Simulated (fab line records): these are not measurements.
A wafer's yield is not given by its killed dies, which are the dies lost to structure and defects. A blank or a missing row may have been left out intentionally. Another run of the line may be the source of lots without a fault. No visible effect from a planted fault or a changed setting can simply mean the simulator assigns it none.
Which tool was responsible? ; flow nand harc ; Sampling: 11 lots, 33 wafers, 5 of 1302 route steps

== WHAT THE GAUGES READ, wafer by wafer ==
NHARC_P_GATE_CD_MEAS_59: the cd target is 720 nm.
lot;measured;on;cd nm (nm)
L539;day 5 12:11;cd sem-02;719.9 719.0 719.4
L540;day 6 02:04;cd sem-03;718.4 720.3 720.1
L545;day 8 01:09;cd sem-01;727.7 728.2 727.3 727.4 728.4 727.8
L553;day 11 21:19;cd sem-03;717.6 719.3 718.8
L554;day 12 03:35;cd sem-03;719.5 719.0 718.2
L556;day 12 16:53;cd sem-02;719.9 720.0 719.8
L558;day 13 12:03;cd sem-03;719.1 718.2 718.0
L559;day 13 19:29;cd sem-01;719.8 719.9 719.4
L560;day 14 06:43;cd sem-02;718.6 722.1 720.7
L561;day 15 01:53;cd sem-01;718.6 718.6 721.6
L562;day 15 07:29;cd sem-01;719.3 717.2 720.4

== WHAT TOOL EACH LOT RAN ON (gives the tool, then ch and the chambers of the sampled wafers, and finally the start) ==
lot;NHARC_P_STI_ETCH_15;NHARC_P_GATE_HM_OPEN_105;NHARC_P_GATE_DESCUM_48;NHARC_P_GATE_EXPOSE_56
L539;rie si-01 ch 0,3, day 2 20:47;rie diel-07 ch 1,2,3, day 5 10:37 or earlier;rie diel-04 ch 0,1,3, day 5 10:37;krf scanner-02 ch 0, day 5 12:01
L540;rie si-04 ch 0,2,3, day 3 08:35;rie diel-04 ch 0,3, day 6 00:37 or earlier;rie diel-04 ch 0,2, day 6 00:37;krf scanner-02 ch 0, day 6 01:54
L545;rie si-01 ch 0,2, day 5 09:46;rie diel-07 ch 0,1,2, day 7 23:34 or earlier;rie diel-04 ch 0,1,3, day 7 23:34;krf scanner-04 ch 0, day 8 01:00
L553;rie si-04 ch 0,3, day 8 14:55;rie diel-12 ch 1,3, day 11 19:40 or earlier;rie diel-04 ch 2,3, day 11 19:40;krf scanner-03 ch 0, day 11 21:09
L554;rie si-04 ch 0,1,3, day 9 04:21;rie diel-07 ch 0,3, day 12 02:07 or earlier;rie diel-07 ch 1,2,3, day 12 02:07;krf scanner-03 ch 0, day 12 03:26
L556;rie si-01 ch 0,1,3, day 10 00:25;rie diel-12 ch 0,3, day 12 15:26 or earlier;rie diel-07 ch 0,1, day 12 15:26;krf scanner-03 ch 0, day 12 16:44
L558;rie si-01 ch 1,2,3, day 10 17:08;rie diel-04 ch 0,1,3, day 13 10:34 or earlier;rie diel-04 ch 0,1,2, day 13 10:34;krf scanner-03 ch 0, day 13 11:53
L559;rie si-05 ch 1,3, day 11 02:47;rie diel-07 ch 0,1,2, day 13 17:48 or earlier;rie diel-12 ch 0,1,2, day 13 17:48;krf scanner-02 ch 0, day 13 19:20
L560;rie si-05 ch 0,1,2, day 11 14:58;rie diel-07 ch 0,2, day 14 05:15 or earlier;rie diel-04 ch 0,2, day 14 05:15;krf scanner-02 ch 0, day 14 06:34
L561;rie si-05 ch 1,2, day 12 01:11;rie diel-12 ch 0,2, day 15 00:17 or earlier;rie diel-07 ch 0,1, day 15 00:17;krf scanner-04 ch 0, day 15 01:44
L562;rie si-05 ch 0,1, day 12 09:24;rie diel-07 ch 0,1,3, day 15 05:52 or earlier;rie diel-12 ch 0,2,3, day 15 05:52;krf scanner-03 ch 0, day 15 07:19
- NHARC_P_STI_ETCH_15: etches the open film in HBr/Cl2, target depth 300 nm, time 100.1 s.
- NHARC_P_GATE_HM_OPEN_105: chemistry O2/COS, target depth 360 nm.
- NHARC_P_GATE_DESCUM_48: chemistry O2, time 3 s.
- NHARC_P_GATE_EXPOSE_56: exposes mask P PSD, target cd 720 nm.

== WHAT THE TOOLS THEMSELVES READ (means of the sampled wafers that have a number; where no wafer has one, the mark that the record gives instead) ==
NHARC_P_STI_ETCH_15.
lot;tool;drypump motor current A (A);oes product au (a.u.);throttle valve pct (%)
L539;rie si-01;5.9;1.008;26.408
L540;rie si-04;5.5;1.005;26.409
L545;rie si-01;6.1;0.999;26.404
L553;rie si-04;5.1;1.010;26.413
L554;rie si-04;5.3;1.014;26.406
L556;rie si-01;5.9;1.008;26.402
L558;rie si-01;5.6;1.008;26.414
L559;rie si-05;6.4;1.005;26.405
L560;rie si-05;6.0;1.000;26.409
L561;rie si-05;6.2;1.003;26.410
L562;rie si-05;5.8;1.004;26.403

NHARC_P_GATE_HM_OPEN_105.
lot;tool;drypump motor current A (A);oes product au (a.u.);rf vpp V (V);showerhead plenum p Torr (Torr);throttle valve pct (%)
L539;rie diel-07;5.6;0.988;466.9;3.10;28.320
L540;rie diel-04;6.0;0.988;469.3;3.24;28.337
L545;rie diel-07;5.6;0.995;466.6;3.11;28.335
L553;rie diel-12;5.7;0.995;466.2;3.03;28.328
L554;rie diel-07;5.8;0.984;463.5;2.93;28.338
L556;rie diel-12;5.2;0.994;467.5;3.11;28.332
L558;rie diel-04;5.9;0.999;469.2;3.21;28.332
L559;rie diel-07;5.6;0.988;466.4;3.10;28.329
L560;rie diel-07;5.7;0.993;465.4;3.03;28.333
L561;rie diel-12;5.3;1.002;465.1;3.03;28.339
L562;rie diel-07;5.6;0.998;465.1;3.01;28.335

NHARC_P_GATE_DESCUM_48.
lot;tool;drypump motor current A (A);oes product au (a.u.);rf vpp V (V);showerhead plenum p Torr (Torr);throttle valve pct (%)
L539;rie diel-04;5.9;0.995;58.3;1.98;11.310
L540;rie diel-04;5.9;0.995;58.5;2.02;11.309
L545;rie diel-04;5.8;1.006;58.2;1.97;11.311
L553;rie diel-04;5.7;1.005;58.3;1.92;11.309
L554;rie diel-07;5.6;0.983;58.2;1.90;11.322
L556;rie diel-07;5.5;0.988;57.5;1.90;11.312
L558;rie diel-04;5.7;1.009;57.7;1.99;11.308
L559;rie diel-12;5.5;0.996;57.1;1.85;11.309
L560;rie diel-04;5.9;1.005;57.7;2.01;11.311
L561;rie diel-07;5.6;0.996;57.7;1.84;11.321
L562;rie diel-12;5.3;0.999;58.1;1.88;11.311

== THE ANSWER, worked out from the rows above alone ==
Rule: usual is defined by the lots themselves. Put in order of their means at a reading, lots are off if they are a third of the lots or fewer, leave a main group of 4 or more, and stand apart from it by a gap of 3 or more times the standard deviation of the main group's means; of several such gaps the widest counts. A main group whose means are all the same, to the digits that the tables above print for the reading, isn't used. Also off: a lot with no number at a reading for which 4 or more lots have one. Any other lot the step has rows for is counted as sound. After the gauges, taken in route order, come the tools' own readings; for these a lot's mean is taken, as printed above. The first step at which some lot is off is used, and at that step the reading that is off furthest; a lot without a number counts as furthest.
Off, at NHARC_P_GATE_CD_MEAS_59 on cd nm: L545. For the main group the mean is 719.4 nm and the standard deviation 0.6.
A tool fits if, at a process step before that reading, it ran every lot that is off, and no sound lot after the first of them. Gauges at NHARC_P_GATE_CD_MEAS_59: tried the same way as those tools. NHARC_P_GATE_HM_OPEN_105 gives no start for some lots, so the hours and the order of its lots are those of NHARC_P_GATE_DESCUM_48. Not one of the candidates tried fits.

== WHAT THE SIMULATOR HAD PUT IN ==
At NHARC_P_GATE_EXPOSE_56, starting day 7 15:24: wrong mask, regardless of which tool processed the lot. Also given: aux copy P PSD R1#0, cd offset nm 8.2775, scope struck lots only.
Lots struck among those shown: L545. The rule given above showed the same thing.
